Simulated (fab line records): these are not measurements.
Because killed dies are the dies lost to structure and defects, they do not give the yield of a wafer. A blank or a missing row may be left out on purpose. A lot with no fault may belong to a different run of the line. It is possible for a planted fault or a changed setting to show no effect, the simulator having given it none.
fab line records | flow nand-harc | part 2 of 2: steps 23 to 33 of 33
record: lots: 5 | wafers: 15 | last-day: 23
route steps=1159 shown P_M2@319 P_BONDPAD@351
lots untouched by any fault: they come from a run of this same line in which no faults occurred
start-h: the number of hours between the record's first day and the start of the first shown wafer of the lot | wait-h: hours elapsed since this lot's preceding step | " unchanged from the row above | L1.1+2: one row covering several wafers at once | - value missing, or start not given | * or withheld: withheld | < > ~ a bound
route shown NAME@n: names a module that has steps shown in the file, with the first one's number in the route | usual: mean and standard deviation over wafers with no fault | same: alike in all rows | chamber/n: place in a boat | sites: readings site by site | _std_site: the standard deviation of these | _edge_site: mean of outer sites minus mean of inner sites | radius-mm: how far each site lies from the wafer's centre | mask NAME#n: copy n | behind: the most recent tool/chamber to have shaped the wafer | hold: the reason the lot was held/the length of the hold in hours/how it ended | device: names the non-switching transistor (n, p or np) | end of line: at the end of the route, the tests of the same wafers | a step with no rows: only its recipe | killed: dies lost to structure and defects at the first sort, not the wafer's yield | map: a wafer's dies, marking killed ones x, the rest . and places with no die _
set.NAME: the setting as run; set.NAME@STEP: as run at that earlier step | model.NAME: the simulator's own value behind a step, which no gauge read
lots at some steps of the route; a table a step, a row a wafer
services: the hour from which a tool's chamber was out of use, counted from the record's first day as start-h (under 0 if before that day), plus the number of hours and why
== steps ==
step: NHARC_P_M2_PVD_21
recipe: target-thk-a: 300 | chamber-pressure-pa: 5 | power-w: 5000 | substrate-temp-c: 30 | time-s: 20.49 | material: Cu
usual: chamber-pressure-pa: 4.998/0.0098 | substrate-temp-c: 30.00/0.11 | throttle-valve-pct: 30.2/1.1
lot.wafer | tool           | chamber | start-h | wait-h | chamber-pressure-pa | substrate-temp-c | throttle-valve-pct
L075.4    | pvd-sputter-02 | -       | -       | -      | 4.981               | 30.07            | 30.6
L075.1    | "              | -       | "       | "      | 4.975               | 30.17            | 31.0
L075.3    | "              | -       | "       | "      | 5.000               | 30.14            | 28.7
L079.2    | pvd-sputter-01 | -       | -       | -      | 4.983               | 30.01            | 29.8
L079.4    | "              | -       | "       | "      | 4.980               | 30.05            | 29.0
L079.6    | "              | -       | "       | "      | 5.016               | 29.91            | 31.6
L080.2    | pvd-sputter-02 | -       | -       | -      | 4.999               | 29.89            | 31.5
L080.3    | "              | -       | "       | "      | 5.000               | 30.06            | 30.2
L080.1    | "              | -       | "       | "      | 4.995               | 29.93            | 30.9
L083.2    | pvd-sputter-01 | -       | -       | -      | 4.996               | 30.06            | 30.2
L083.3    | "              | -       | "       | "      | 4.990               | 29.94            | 31.2
L083.6    | "              | -       | "       | "      | 4.995               | 30.01            | 29.3
L092.3    | pvd-sputter-02 | -       | -       | -      | 4.992               | 29.86            | 28.7
L092.1    | "              | -       | "       | "      | 4.990               | 30.07            | 30.6
L092.4    | "              | -       | "       | "      | 5.016               | 30.01            | 31.2
step: NHARC_P_M2_ECD_22
recipe: target-thk-a: 4000 | bath-temp-c: 25 | material: Cu
lot.wafer  | tool      | chamber | start-h | wait-h
L075.1+4+3 | ecd-cu-02 | 1,1,0   | 140.07  | -
L079.2+4+6 | ecd-cu-01 | 0,1,0   | 154.36  | -
L080.1+2+3 | ecd-cu-02 | 0,1,1   | 161.36  | -
L083.2+3+6 | ecd-cu-01 | 1,0,1   | 182.38  | -
L092.1+4+3 | ecd-cu-02 | 0,1,0   | 242.06  | -
step: NHARC_P_M2_ANNEAL_31
recipe: temp-c: 225 | time-s: 90
usual: anneal-temp-c: 224.99/0.16 | wafer_temp_C_max: 226.4/0.34
lot.wafer | tool          | chamber | start-h | wait-h | anneal-temp-c | wafer_temp_C_max
L075.1    | rtp-anneal-02 | 0       | 140.45  | -      | 224.90        | 226.4
L075.3    | "             | 0       | "       | "      | 224.96        | 226.2
L075.4    | "             | 0       | "       | "      | 225.11        | 226.4
L079.2    | rtp-anneal-02 | 0       | 154.79  | -      | 225.00        | 226.2
L079.4    | "             | 0       | "       | "      | 225.01        | 226.2
L079.6    | "             | 0       | "       | "      | 225.06        | 226.0
L080.1    | rtp-anneal-02 | 0       | 161.75  | 0.3    | 225.02        | 226.4
L080.2    | "             | 0       | "       | "      | 224.87        | 226.1
L080.3    | "             | 0       | "       | "      | 224.73        | 225.8
L083.2    | rtp-anneal-02 | 0       | 182.77  | 0.3    | 225.00        | 226.0
L083.3    | "             | 0       | "       | "      | 225.26        | 226.3
L083.6    | "             | 0       | "       | "      | 225.13        | 226.3
L092.1    | rtp-anneal-01 | 0       | 242.44  | 0.3    | 225.16        | 226.2
L092.3    | "             | 0       | "       | "      | 225.13        | 226.7
L092.4    | "             | 0       | "       | "      | 225.04        | 226.5
step: NHARC_P_M2_CMP_23
recipe: t-overpolish-s: 20 | target-thk-nm: 144.3
usual: edge-zone-pressure-frac: 1.000/0.0048 | motor-current-A: 11.4/1.3 | time-to-endpoint-s: 28.6/2.8
lot.wafer | tool   | chamber | start-h | wait-h | edge-zone-pressure-frac | motor-current-A | time-to-endpoint-s
L075.1    | cmp-04 | 0       | 140.79  | -      | 1.009                   | 9.8             | 23.1
L075.4    | "      | 1       | "       | "      | 1.008                   | 10.0            | 28.5
L075.3    | "      | 2       | "       | "      | 1.004                   | 13.3            | 26.4
L079.2    | cmp-04 | 1       | 155.11  | -      | 0.995                   | 9.8             | 28.4
L079.4    | "      | 3       | "       | "      | 1.001                   | 10.9            | 27.1
L079.6    | "      | 0       | "       | "      | 1.003                   | 9.3             | 28.8
L080.2    | cmp-02 | 0       | 162.10  | -      | 1.008                   | 10.5            | 29.4
L080.1    | "      | 1       | "       | "      | 1.006                   | 11.0            | 30.5
L080.3    | "      | 2       | "       | "      | 0.995                   | 13.1            | 29.6
L083.3    | cmp-03 | 3       | 183.06  | -      | 1.003                   | 12.1            | 33.1
L083.2    | "      | 1       | "       | "      | 0.995                   | 14.4            | 30.6
L083.6    | "      | 3       | "       | "      | 0.998                   | 12.2            | 31.9
L092.1    | cmp-02 | 1       | 242.79  | -      | 0.995                   | 10.4            | 26.8
L092.3    | "      | 2       | "       | "      | 0.998                   | 12.9            | 32.0
L092.4    | "      | 0       | "       | "      | 1.003                   | 11.3            | 26.2
step: NHARC_P_M2_THK_MEAS_24
recipe: thk-meas-gauge: xrf
usual: thk-nm: 144.4/1.6
lot.wafer | tool          | chamber | start-h | wait-h | thk-nm
L075.1    | film-metro-02 | -       | 141.11  | -      | 143.1
L075.3    | "             | -       | "       | "      | 143.4
L075.4    | "             | -       | "       | "      | 142.5
L079.2    | film-metro-02 | -       | 155.40  | -      | 145.0
L079.4    | "             | -       | "       | "      | 145.7
L079.6    | "             | -       | "       | "      | 144.9
L080.1    | film-metro-01 | -       | 162.41  | -      | 143.8
L080.2    | "             | -       | "       | "      | 142.7
L080.3    | "             | -       | "       | "      | 145.6
L083.2    | film-metro-01 | -       | 183.38  | -      | 145.0
L083.3    | "             | -       | "       | "      | 146.4
L083.6    | "             | -       | "       | "      | 144.4
L092.1    | film-metro-01 | -       | 243.10  | -      | 145.1
L092.3    | "             | -       | "       | "      | 144.4
L092.4    | "             | -       | "       | "      | 143.4
step: NHARC_P_M2_SRD_25
lot.wafer  | tool         | chamber | start-h | wait-h
L075.3+4+1 | wet-bench-08 | 3,5,0   | 141.15  | 0.0
L079.6+2+4 | wet-bench-10 | 7,2,3   | 155.44  | 0.0
L080.1+3+2 | wet-bench-10 | 6,7,2   | 162.45  | 0.0
L083.3+6+2 | wet-bench-08 | 4,7,0   | 183.42  | 0.0
L092.1+4+3 | wet-bench-08 | 5,0,1   | 243.14  | 0.0
step: NHARC_P_M2_INSPECT_27
usual: raw-defect-count: 337/140
lot.wafer | tool              | chamber | start-h | wait-h | raw-defect-count
L075.1    | defect-inspect-01 | -       | 141.29  | 0.0    | 208
L075.3    | "                 | -       | "       | "      | 543
L075.4    | "                 | -       | "       | "      | 227
L079.2    | defect-inspect-02 | -       | 155.55  | 0.0    | 455
L079.4    | "                 | -       | "       | "      | 334
L079.6    | "                 | -       | "       | "      | 237
L080.1    | defect-inspect-01 | -       | 162.57  | 0.0    | 404
L080.2    | "                 | -       | "       | "      | 376
L080.3    | "                 | -       | "       | "      | 572
L083.2    | defect-inspect-02 | -       | 183.54  | 0.0    | 512
L083.3    | "                 | -       | "       | "      | 655
L083.6    | "                 | -       | "       | "      | 477
L092.1    | defect-inspect-01 | -       | 243.26  | 0.0    | 289
L092.3    | "                 | -       | "       | "      | 338
L092.4    | "                 | -       | "       | "      | 376
step: NHARC_P_M2_PRE_CLEAN_32
recipe: time-s: 12 | temp-c: 370 | rf-power-w: 300 | gas: NH3
usual: heater-power-w: 626/66
lot.wafer | tool     | chamber | start-h | wait-h | heater-power-w
L075.3    | pecvd-01 | 0       | 141.38  | 0.1    | 723
L075.1    | "        | 1       | "       | "      | 675
L075.4    | "        | 2       | "       | "      | 551
L079.2    | pecvd-01 | 0       | 155.62  | 0.1    | 670
L079.4    | "        | 0       | "       | "      | 671
L079.6    | "        | 1       | "       | "      | 627
L080.3    | pecvd-01 | 1       | 162.63  | 0.1    | 572
L080.1    | "        | 2       | "       | "      | 589
L080.2    | "        | 0       | "       | "      | 709
L083.2    | pecvd-03 | 2       | 183.72  | 0.2    | 544
L083.3    | "        | 0       | "       | "      | 720
L083.6    | "        | 2       | "       | "      | 547
L092.3    | pecvd-03 | 1       | 243.32  | 0.1    | 525
L092.1    | "        | 0       | "       | "      | 721
L092.4    | "        | 1       | "       | "      | 523
step: NHARC_P_M2_DEP_33
recipe: target-thk-a: 300 | temp-c: 370 | target-thk-nm: 30 | pressure-torr: 3 | flow-sccm: 200 | rf-w: 450 | material: SiCN
usual: heater-power-w: 576/61
lot.wafer | tool     | chamber | start-h | wait-h | heater-power-w
L075.3    | pecvd-01 | 0       | 141.48  | 0.1    | 584
L075.1    | "        | 1       | "       | "      | 597
L075.4    | "        | 2       | "       | "      | 572
L079.2    | pecvd-01 | 0       | 155.70  | 0.1    | 637
L079.4    | "        | 0       | "       | "      | 660
L079.6    | "        | 1       | "       | "      | 636
L080.3    | pecvd-01 | 1       | 162.71  | 0.1    | 626
L080.1    | "        | 2       | "       | "      | 509
L080.2    | "        | 0       | "       | "      | 586
L083.2    | pecvd-03 | 2       | 183.83  | 0.1    | 486
L083.3    | "        | 0       | "       | "      | 631
L083.6    | "        | 2       | "       | "      | 492
L092.3    | pecvd-03 | 1       | 243.40  | 0.1    | 530
L092.1    | "        | 0       | "       | "      | 600
L092.4    | "        | 1       | "       | "      | 531
step: NHARC_P_BONDPAD_DEP_00
recipe: target-thk-a: 2500 | temp-c: 370 | target-thk-nm: 250 | pressure-torr: 3 | flow-sccm: 200 | rf-w: 450 | material: SiCN
usual: heater-power-w: 585/63
lot.wafer | tool     | chamber | start-h | wait-h | heater-power-w
L075.1    | pecvd-02 | 1       | 141.86  | -      | 632
L075.3    | "        | 0       | "       | "      | 503
L075.4    | "        | 0       | "       | "      | 516
L079.2    | pecvd-03 | 1       | 156.14  | -      | 478
L079.6    | "        | 1       | "       | "      | 478
L079.4    | "        | 2       | "       | "      | 551
L080.3    | pecvd-01 | 2       | -       | -      | 580
L080.1    | "        | 0       | "       | "      | 564
L080.2    | "        | 1       | "       | "      | 600
L083.3    | pecvd-01 | 1       | 184.22  | -      | 587
L083.2    | "        | 2       | "       | "      | 530
L083.6    | "        | 2       | "       | "      | 532
L092.1    | pecvd-02 | 1       | 243.93  | -      | 686
L092.3    | "        | 2       | "       | "      | 528
L092.4    | "        | 1       | "       | "      | 697
step: NHARC_P_BONDPAD_CMP_32
recipe: target-thk-nm: 200 | material: SiCN
usual: edge-zone-pressure-frac: 0.999/0.0053 | motor-current-A: 11.6/1.2
lot.wafer | tool   | chamber | start-h | wait-h | edge-zone-pressure-frac | motor-current-A
L075.4    | cmp-03 | 1       | 142.26  | -      | 0.999                   | 14.4
L075.1    | "      | 2       | "       | "      | 1.000                   | 10.6
L075.3    | "      | 3       | "       | "      | 0.994                   | 11.6
L079.4    | cmp-01 | 0       | 156.60  | -      | 1.012                   | 12.4
L079.2    | "      | 1       | "       | "      | 0.998                   | 11.1
L079.6    | "      | 2       | "       | "      | 0.998                   | 11.6
L080.2    | cmp-01 | 0       | 163.52  | -      | 1.006                   | 11.9
L080.1    | "      | 2       | "       | "      | 1.008                   | 11.6
L080.3    | "      | 3       | "       | "      | 0.997                   | 12.2
L083.3    | cmp-04 | 1       | 184.58  | -      | 1.002                   | 9.8
L083.2    | "      | 0       | "       | "      | 1.003                   | 9.9
L083.6    | "      | 1       | "       | "      | 1.002                   | 9.8
L092.4    | cmp-01 | 1       | 244.29  | -      | 1.003                   | 10.6
L092.1    | "      | 2       | "       | "      | 0.999                   | 11.0
L092.3    | "      | 3       | "       | "      | 1.005                   | 13.1
== services ==
tool            | chamber | start-h | hours | kind
litho-track-06  | -       | 117.00  | 7.0   | pm
cmp-02          | -       | 128.50  | 4.0   | pm
ecd-cu-02       | -       | 134.86  | 0.5   | repair
arfi-scanner-03 | -       | 140.00  | 4.0   | pm
litho-track-04  | -       | 141.00  | 7.0   | pm
rie-diel-09     | 2       | 144.04  | 23.7  | repair
cmp-03          | -       | 150.08  | 9.8   | repair
pecvd-02        | -       | 153.00  | 13.0  | pm
cmp-04          | -       | 156.08  | 0.4   | repair
pvd-sputter-01  | -       | 158.00  | 10.0  | pm
rie-diel-03     | -       | 169.72  | 0.3   | repair
rie-diel-10     | -       | 176.50  | 9.0   | pm
cmp-01          | -       | 179.77  | 4.0   | pm
ecd-cu-02       | -       | 180.00  | 8.0   | pm
pvd-sputter-02  | -       | 181.17  | 4.7   | repair
rie-diel-10     | -       | 189.74  | 0.2   | repair
rie-diel-03     | 3       | 197.18  | 19.8  | repair
cmp-04          | -       | 203.10  | 4.0   | pm
cmp-04          | -       | 210.34  | 1.5   | repair
pvd-sputter-02  | -       | 214.00  | 10.0  | pm
rie-diel-03     | -       | 215.30  | 9.0   | pm
cmp-04          | -       | 227.51  | 4.1   | repair
wet-bench-08    | -       | 230.45  | 8.0   | pm
pecvd-01        | -       | 237.33  | 13.0  | pm
